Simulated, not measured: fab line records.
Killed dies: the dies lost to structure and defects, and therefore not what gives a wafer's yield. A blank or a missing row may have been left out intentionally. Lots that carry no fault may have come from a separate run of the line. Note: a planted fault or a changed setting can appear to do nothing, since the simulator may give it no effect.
The tool behind it: which one? | flow n5_finfet | 32 wafers from 11 lots sampled at 5 of the route's 1938 steps

## WHAT THE GAUGES READ, wafer by wafer
N5_BEOL_M4_RC_MEAS_101. Usual: DIBL_N 36.0 mV/V, standard deviation 1.6; DIBL_P 36.1 mV/V, standard deviation 2; IOFF_N 0.160 nA/um, standard deviation 0.029; IOFF_P 0.21 nA/um, standard deviation 0.039; ION_N 675 uA/um, standard deviation 13; ION_P 464 uA/um, standard deviation 8.8; SS_N 71.5 mV/dec, standard deviation 0.58; SS_P 73.3 mV/dec, standard deviation 0.65; VT_N 250 mV, standard deviation 3.3; VT_P -249 mV, standard deviation 3.6.
lot  | measured     | on        | DIBL_N (mV/V)  | DIBL_P (mV/V)  | IOFF_N (nA/um)    | IOFF_P (nA/um) | ION_N (uA/um) | ION_P (uA/um) | SS_N (mV/dec)  | SS_P (mV/dec)  | VT_N (mV)   | VT_P (mV)      | flag
L762 | day 7 20:04  | prober-02 | 37.4 35.6 36.4 | 36.9 34.9 33.6 | 0.164 0.128 0.141 | 0.21 0.19 0.17 | 676 659 662   | 456 454 449   | 72.0 71.5 71.6 | 73.4 73.0 72.7 | 247 251 254 | -252 -253 -255 |
L764 | day 8 07:10  | prober-01 | 34.1 36.9 33.7 | 34.5 37.5 33.5 | 0.128 0.173 0.118 | 0.17 0.22 0.15 | 666 693 665   | 456 473 452   | 72.0 71.0 71.2 | 72.5 73.4 72.2 | 252 248 255 | -252 -248 -255 |
L766 | day 8 23:21  | prober-02 | 33.7 32.2 35.7 | 35.3 33.5 37.8 | 0.146 0.118 0.175 | 0.19 0.17 0.23 | 678 675 678   | 463 466 463   | 71.2 70.8 70.7 | 73.1 72.7 73.7 | 250 253 247 | -252 -250 -249 |
L769 | day 9 17:04  | prober-02 | 38.5 37.1 36.1 | 37.3 36.6 35.6 | 0.190 0.154 0.140 | 0.25 0.24 0.23 | 671 660 665   | 466 461 467   | 72.3 72.0 71.3 | 74.0 73.3 73.6 | 248 250 250 | -244 -245 -242 |
L770 | day 10 03:58 | prober-01 | 37.1 34.3 34.3 | 36.8 35.2 34.8 | 0.180 0.130 0.132 | 0.20 0.18 0.18 | 669 658 672   | 454 452 462   | 71.5 71.1 71.1 | 73.3 72.9 73.6 | 251 256 251 | -251 -250 -252 |
L772 | day 10 18:43 | prober-02 | 36.3 37.7      | 36.7 38.8      | 0.166 0.180       | 0.23 0.26      | 679 672       | 463 458       | 72.5 72.1      | 72.7 73.5      | 248 248     | -246 -247      |
L774 | day 10 22:04 | prober-02 | 35.3 35.9 36.4 | 34.1 35.1 35.6 | 0.138 0.154 0.165 | 0.19 0.20 0.21 | 681 678 694   | 470 472 474   | 70.5 70.8 72.1 | 73.3 72.9 73.4 | 251 250 247 | -252 -251 -250 |
L777 | day 12 01:01 | prober-01 | 37.8 36.3 36.0 | 37.4 35.7 34.8 | 0.193 0.152 0.136 | 0.20 0.18 0.16 | 694 681 657   | 463 461 444   | 71.6 71.6 71.0 | 74.1 74.1 72.7 | 245 251 253 | -251 -252 -254 |
L779 | day 12 04:14 | prober-01 | 37.1 35.7 34.8 | 38.1 36.5 35.1 | 0.203 0.154 0.144 | 0.22 0.20 0.18 | 685 661 670   | 463 463 455   | 71.5 71.4 70.7 | 73.6 73.8 72.9 | 245 248 250 | -248 -248 -253 |
L782 | day 13 13:07 | prober-02 | 35.4 36.8 38.6 | 35.1 36.5 39.2 | 0.146 0.159 0.210 | 0.20 0.22 0.27 | 695 675 706   | 478 466 479   | 71.2 71.7 72.0 | 72.2 73.2 74.0 | 249 251 247 | -251 -248 -247 |
L783 | day 13 06:37 | prober-02 | 31.8 32.8 35.6 | 33.0 34.9 37.3 | 0.115 0.123 0.171 | 0.18 0.21 0.24 | 667 663 681   | 461 468 471   | 70.8 71.1 71.3 | 72.4 73.2 73.8 | 256 254 249 | -250 -246 -247 |

## WHAT TOOL EACH LOT RAN ON (gives the tool, then ch and the chambers of the sampled wafers, and finally the start)
lot  | N5_GATE_CUT_VAPOR_ETCH_48        | N5_GATE_CUT_VAPOR_ETCH_49        | N5_GATE_CUT_ALD_22               | N5_GATE_CUT_CMP_23
L762 | rie_metal-01 ch 0,1, day 4 11:13 | rie_metal-01 ch 0,1, day 4 11:15 | ald_sin-04 ch 0,1,2, day 4 11:29 | cmp-01 ch 0,2,3, day 4 12:59
L764 | rie_metal-02 ch 0,1, day 4 23:49 | rie_metal-02 ch 0,1, day 4 23:51 | ald_sin-03 ch 0,3, day 5 04:35   | cmp-03 ch 1,2,3, day 5 06:06
L766 | rie_metal-02 ch 0,1, day 5 16:26 | rie_metal-02 ch 0,1, day 5 16:28 | ald_sin-04 ch 1,2, day 5 16:41   | cmp-01 ch 0,1,3, day 5 18:15
L769 | rie_metal-02 ch 1, day 6 11:04   | rie_metal-02 ch 1, day 6 11:08   | ald_sin-04 ch 1,2,3, day 6 11:28 | cmp-03 ch 1,2,3, day 6 12:57
L770 | rie_metal-03 ch 0,1, day 6 15:16 | rie_metal-03 ch 0,1, day 6 15:17 | ald_sin-01 ch 1,3, day 6 15:34   | cmp-03 ch 1,3, day 6 17:05
L772 | rie_metal-01 ch 0,1, day 7 03:20 | rie_metal-01 ch 0,1, day 7 03:22 | ald_sin-01 ch 3, day 7 03:46     | cmp-04 ch 0, day 7 05:16
L774 | rie_metal-03 ch 0,1, day 7 14:58 | rie_metal-03 ch 0,1, day 7 14:59 | ald_sin-01 ch 1,2,3, day 7 16:02 | cmp-01 ch 0,1,2, day 7 17:34
L777 | rie_metal-03 ch 0, day 8 06:45   | rie_metal-03 ch 0, day 8 06:47   | ald_sin-01 ch 0,2,3, day 8 07:12 | cmp-03 ch 0,2,3, day 8 08:46
L779 | rie_metal-01 ch 0,1, day 8 18:22 | rie_metal-01 ch 0,1, day 8 18:23 | ald_sin-03 ch 2,3, day 8 18:38   | cmp-01 ch 1,2, day 8 20:07
L782 | rie_metal-03 ch 0,1, day 9 13:08 | rie_metal-03 ch 0,1, day 9 13:10 | ald_sin-04 ch 0,1,3, day 9 13:53 | cmp-03 ch 0,2,3, day 9 15:25
L783 | rie_metal-02 ch 1, day 9 19:01   | rie_metal-02 ch 1, day 9 19:02   | ald_sin-04 ch 1,3, day 9 19:17   | cmp-01 ch 0,1,2, day 9 20:48
- N5_GATE_CUT_VAPOR_ETCH_48: etches TiN in BCl3/Cl2.
- N5_GATE_CUT_VAPOR_ETCH_49: etches TiAlC in BCl3/Cl2.
- N5_GATE_CUT_ALD_22: deposits SiNx, target thk 16 nm, pulse time 1 s, ald cycles 320.
- N5_GATE_CUT_CMP_23: polishes, stops on SiO2, t overpolish 23.4 s, target thk 16 nm.

## AS READ BY THE TOOLS THEMSELVES (means over the sampled wafers that have a number; for cases with no such wafer, the mark the record gives instead)
N5_GATE_CUT_VAPOR_ETCH_48. Usual: drypump_motor_current_A 5.9 A, standard deviation 0.38; oes_product_au 0.77 a.u., standard deviation 0.12.
lot  | tool         | drypump_motor_current_A (A) | oes_product_au (a.u.) | flag
L762 | rie_metal-01 | 5.8                         | 0.97                  |
L764 | rie_metal-02 | 6.4                         | 0.63                  |
L766 | rie_metal-02 | 6.4                         | 0.69                  |
L769 | rie_metal-02 | 6.5                         | 0.73                  |
L770 | rie_metal-03 | 5.6                         | 0.68                  |
L772 | rie_metal-01 | 5.9                         | 0.92                  |
L774 | rie_metal-03 | 5.6                         | 0.67                  |
L777 | rie_metal-03 | 5.6                         | 0.63                  |
L779 | rie_metal-01 | 5.9                         | 0.88                  |
L782 | rie_metal-03 | 5.6                         | 0.69                  |
L783 | rie_metal-02 | 6.5                         | 0.72                  |

N5_GATE_CUT_VAPOR_ETCH_49. Usual: drypump_motor_current_A 5.9 A, standard deviation 0.38; oes_product_au 0.77 a.u., standard deviation 0.12.
lot  | tool         | drypump_motor_current_A (A) | oes_product_au (a.u.) | flag
L762 | rie_metal-01 | 5.8                         | 0.97                  |
L764 | rie_metal-02 | 6.4                         | 0.64                  |
L766 | rie_metal-02 | 6.4                         | 0.68                  |
L769 | rie_metal-02 | 6.5                         | 0.72                  |
L770 | rie_metal-03 | 5.6                         | 0.67                  |
L772 | rie_metal-01 | 5.9                         | 0.92                  |
L774 | rie_metal-03 | 5.6                         | 0.67                  |
L777 | rie_metal-03 | 5.7                         | 0.63                  |
L779 | rie_metal-01 | 6.0                         | 0.88                  |
L782 | rie_metal-03 | 5.6                         | 0.69                  |
L783 | rie_metal-02 | 6.5                         | 0.71                  |

N5_GATE_CUT_ALD_22. Usual: heater_power_outer_w 520 W, standard deviation 56; heater_power_w 846 W, standard deviation 90; precursor_pulse_height_rel 0.998, standard deviation 0.02.
lot  | tool       | heater_power_outer_w (W) | heater_power_w (W) | precursor_pulse_height_rel | flag
L762 | ald_sin-04 | 481                      | 801                | 1.004                      |
L764 | ald_sin-03 | 470                      | 752                | 0.976                      |
L766 | ald_sin-04 | 551                      | 880                | 0.986                      |
L769 | ald_sin-04 | 551                      | 896                | 0.999                      |
L770 | ald_sin-01 | 533                      | 817                | 1.006                      |
L772 | ald_sin-01 | 564                      | 938                | 0.988                      |
L774 | ald_sin-01 | 538                      | 844                | 1.000                      |
L777 | ald_sin-01 | 555                      | 882                | 1.006                      |
L779 | ald_sin-03 | 537                      | 913                | 1.010                      |
L782 | ald_sin-04 | 502                      | 831                | 1.006                      |
L783 | ald_sin-04 | 570                      | 924                | 0.996                      |

N5_GATE_CUT_CMP_23. Usual: motor_current_A at 9.2 A, with a standard deviation of 1.1.
lot  | tool   | motor_current_A (A) | flag
L762 | cmp-01 | 8.5                 |
L764 | cmp-03 | 9.7                 |
L766 | cmp-01 | 9.5                 |
L769 | cmp-03 | 9.5                 |
L770 | cmp-03 | 9.0                 |
L772 | cmp-04 | 8.2                 |
L774 | cmp-01 | 8.6                 |
L777 | cmp-03 | 10.1                |
L779 | cmp-01 | 9.3                 |
L782 | cmp-03 | 10.1                |
L783 | cmp-01 | 8.6                 |

## THE ANSWER, worked out from the rows above alone
Rule: a lot counts as off when the mean over its wafers that have a number is more than 3 standard deviations away from the usual mean. Also off: a lot with no number at a reading for which 4 or more lots have one. The other lots that the step has rows for count as sound. After the gauges, taken in route order, come the tools' own readings; for these a lot's mean is taken, as printed above. The first step at which some lot is off is used, and at that step the reading that is off furthest; a lot without a number counts as furthest.
Nothing can be told from this: no lot is off at any reading shown.

## WHAT THE SIMULATOR PUT IN
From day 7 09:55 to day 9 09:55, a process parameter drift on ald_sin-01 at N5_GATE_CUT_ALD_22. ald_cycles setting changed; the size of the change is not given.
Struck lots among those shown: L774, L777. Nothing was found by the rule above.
